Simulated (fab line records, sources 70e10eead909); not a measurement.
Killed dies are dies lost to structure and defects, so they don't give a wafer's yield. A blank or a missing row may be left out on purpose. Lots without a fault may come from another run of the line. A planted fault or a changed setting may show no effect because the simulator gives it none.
Chamber matching | flow nand_harc | NHARC_A_CHANNEL_FILL_D2_ETCHBACK_20 on rie_diel-12: 4 sister chambers
The step etches the open film in C4F8/O2/Ar, target depth 27 nm, time 13.5 s. 8 wafers are shown with their chamber, then 7 later ones without.

WAFERS WITH THEIR CHAMBER
wafer  | chamber | rf_vpp_V (V) | rf_fwd_power_W (W)
L083.3 | 3       | 975          | 591.4
L083.6 | 1       | 983          | 584.2
L087.2 | 3       | 975          | 590.1
L090.2 | 2       | 974          | 586.9
L090.4 | 0       | 981          | 591.0
L090.5 | 1       | 983          | 581.3
L095.2 | 0       | 982          | 586.6
L095.4 | 2       | 973          | 585.8

WAFERS WITHOUT THEIR CHAMBER
wafer  | rf_vpp_V (V) | rf_fwd_power_W (W)
L095.6 | 981          | 583.3
L096.1 | 972          | 584.6
L096.3 | 981          | 587.6
L096.6 | 973          | 586.0
L097.1 | 982          | 585.3
L097.4 | 975          | 588.4
L097.5 | 982          | 590.5

WHICH CHAMBER EACH WENT THROUGH
wafer  | from the rows above     | in truth
L095.6 | can't be placed: 0 or 1 | 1
L096.1 | 2                       | 2
L096.3 | 0                       | 0
L096.6 | 2                       | 2
L097.1 | can't be placed: 0 or 1 | 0
L097.4 | can't be placed: 3 or 2 | 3
L097.5 | 0                       | 0
Placed correctly: 4 of 7. Can't be placed from these rows: 3 (the true chamber is among the candidates in 3). Placed wrongly: 0.
How it was worked out, from the rows above alone: a wafer's distance from a chamber is the root of the sum, over the readings, of the square of ((its reading less the chamber's mean) divided by the reading's scatter). The wafer belongs to the nearest chamber; if the next one is less than 2 further off, it can't be placed. A chamber's mean is the mean of its shown wafers. The scatter: the root of (the sum of the squares of (reading less its chamber's mean) over the shown wafers, divided by (wafers less chambers)).
